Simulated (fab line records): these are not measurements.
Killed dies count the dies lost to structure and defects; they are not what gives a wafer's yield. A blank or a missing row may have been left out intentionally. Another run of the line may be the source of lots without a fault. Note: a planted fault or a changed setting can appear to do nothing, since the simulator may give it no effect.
Split-lot experiment + flow n5Finfet + 7 lots, 21 wafers read, on a route of 1938 steps

THE SPLIT
At N5_BEOL_M5_COAT_22 (resist thk 30 nm), the setting spinRpm was moved away from the recipe's 1500 rpm on 10 of the 21 wafers read, by -9.6% to +10.1%. All remaining wafers had this setting at the recipe value.

FROM THE SPLIT TO THE READING: what the file shows between them, 7 steps
- N5_BEOL_M5_EBR_24
- N5_BEOL_M5_SOFTBAKE_23: time 60 s
- N5_BEOL_M5_EXPOSE_25: exposes mask V4, defocus 10 nm
- N5_BEOL_M5_PEB_26: peb time 60 s
- N5_BEOL_M5_DEVELOP_27: develop time 30 s
- N5_BEOL_M5_DESCUM_33: chemistry O2, time 7 s
- N5_BEOL_M5_ETCH_75: etches underlayer in N2/H2, target depth 6.5 nm, time 5.2 s

THE READING
CAR-EUV_of_BEOL_M5_COAT_22.thkNm (the simulator's own value, which no gauge read), in nm, at N5_BEOL_M5_ETCH_67 (etches SiARC in CF4, target depth 15.6 nm, time 26 s). The file gives no usual value for it. Here, 11 wafers ran the recipe; their average is 11.1 nm with a standard deviation of 0.19 nm.

| wafer  | tool, chamber at the split | spinRpm as run, rpm | against the recipe | CAR-EUV_of_BEOL_M5_COAT_22.thkNm, nm | against lot-mates on the recipe |
|--------|----------------------------|---------------------|--------------------|--------------------------------------|---------------------------------|
| L075.3 | lithoTrack-02, 0           | 1500                | recipe             | 11.2                                 | -                               |
| L075.4 | lithoTrack-02, 0           | 1356                | -9.6%              | 12.8                                 | +1.6                            |
| L075.6 | lithoTrack-02, 0           | 1356                | -9.6%              | 12.8                                 | +1.6                            |
| L076.2 | lithoTrack-03, 0           | 1557                | +3.8%              | 10.4                                 | -0.8                            |
| L076.3 | lithoTrack-03, 0           | 1557                | +3.8%              | 10.6                                 | -0.6                            |
| L076.5 | lithoTrack-03, 0           | 1500                | recipe             | 11.2                                 | -                               |
| L078.3 | lithoTrack-03, 0           | 1651                | +10.1%             | 9.8                                  | -1.2                            |
| L078.4 | lithoTrack-03, 0           | 1651                | +10.1%             | 9.6                                  | -1.4                            |
| L078.6 | lithoTrack-03, 0           | 1500                | recipe             | 11                                   | -                               |
| L081.1 | lithoTrack-01, 0           | 1550                | +3.3%              | 10.6                                 | -1.0                            |
| L081.2 | lithoTrack-01, 0           | 1550                | +3.3%              | 10.6                                 | -1.0                            |
| L081.5 | lithoTrack-01, 0           | 1500                | recipe             | 11.6                                 | -                               |
| L086.1 | lithoTrack-03, 0           | 1500                | recipe             | 11                                   | -                               |
| L086.2 | lithoTrack-03, 0           | 1500                | recipe             | 11                                   | -                               |
| L086.4 | lithoTrack-03, 0           | 1500                | recipe             | 11                                   | -                               |
| L087.1 | lithoTrack-02, 0           | 1500                | recipe             | 11                                   | -                               |
| L087.3 | lithoTrack-02, 0           | 1500                | recipe             | 11                                   | -                               |
| L087.4 | lithoTrack-02, 0           | 1500                | recipe             | 11.4                                 | -                               |
| L096.3 | lithoTrack-01, 0           | 1402                | -6.5%              | 12.6                                 | +1.4                            |
| L096.4 | lithoTrack-01, 0           | 1500                | recipe             | 11.2                                 | -                               |
| L096.5 | lithoTrack-01, 0           | 1402                | -6.5%              | 12.6                                 | +1.4                            |

FIT RESULTS
A straight line over all 21 wafers: CAR-EUV_of_BEOL_M5_COAT_22.thkNm changes by -0.169 nm for each +1% of spinRpm; r = -0.98; the points scatter about the line by 0.2 nm.
The same after taking each lot's own level away (the mean of its wafers on the recipe; 21 wafers): -0.167 nm for each +1%; r = -0.97; scatter 0.23 nm.
The reading moves by 1.7 nm for the largest change in spinRpm, on that fit.
Measured against the standard deviation above, the lots' own levels, which go from 11.00 to 11.60 nm, span 3.1 times it.
Consequently the slope shifts little with the lot-to-lot level, the two slopes agreeing.
Check: for one of the wafers moved furthest among these (+10.1%), held out of the fit, the line's prediction against its lot-mates is -1.8 nm. It came out at -1.2 nm against them.

ADDITIONAL SPLITS CARRIED BY THESE WAFERS
Before the reading, these wafers also passed through other splits. Each is held against what the fit with the lots' levels taken away leaves over:
| other split on the same wafers  | wafers away from the commonest value | r with CAR-EUV_of_BEOL_M5_COAT_22.thkNm (lot level and that fit taken away) |
|---------------------------------|--------------------------------------|-----------------------------------------------------------------------------|
| N5_BEOL_M0_ETCH_109 biasW       | 8                                    | +0.15                                                                       |
| N5_BEOL_M1_HM_DEP_02 targetThkA | 7                                    | +0.33                                                                       |
| N5_BEOL_M1_COAT_61 spinRpm      | 7                                    | -0.09                                                                       |
| N5_BEOL_M1_DEP_57 timeS         | 8                                    | +0.03                                                                       |
| N5_BEOL_M3_COAT_67 spinRpm      | 3                                    | -0.18                                                                       |
| N5_BEOL_M3_COAT_22 spinRpm      | 5                                    | +0.20                                                                       |
| N5_BEOL_M5_COAT_66 spinRpm      | 8                                    | +0.28                                                                       |

THE WHOLE CHAIN: every reading that the file lists as answering this split, in the file's order
| step                  | what it does                                         | reading                                                                           | change (the file's fit)               | r (the file's) |
|-----------------------|------------------------------------------------------|-----------------------------------------------------------------------------------|---------------------------------------|----------------|
| N5_BEOL_M5_COAT_22    | resist thk 30 nm                                     | CAR-EUV_of_BEOL_M5_COAT_22.thkNm (the simulator's own value, which no gauge read) | -0.151 nm for each +1% of the setting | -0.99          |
| N5_BEOL_M5_DEVELOP_27 | develop time 30 s                                    | CAR-EUV_of_BEOL_M5_COAT_22.thkNm (the simulator's own value, which no gauge read) | -0.163 nm for each +1% of the setting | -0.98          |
| N5_BEOL_M5_ETCH_67    | etches SiARC in CF4, target depth 15.6 nm, time 26 s | CAR-EUV_of_BEOL_M5_COAT_22.thkNm (the simulator's own value, which no gauge read) | -0.167 nm for each +1% of the setting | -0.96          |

FILE'S OWN FIT
CAR-EUV_of_BEOL_M5_COAT_22.thkNm changes by -0.167 nm for each +1% of spinRpm, r = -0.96.
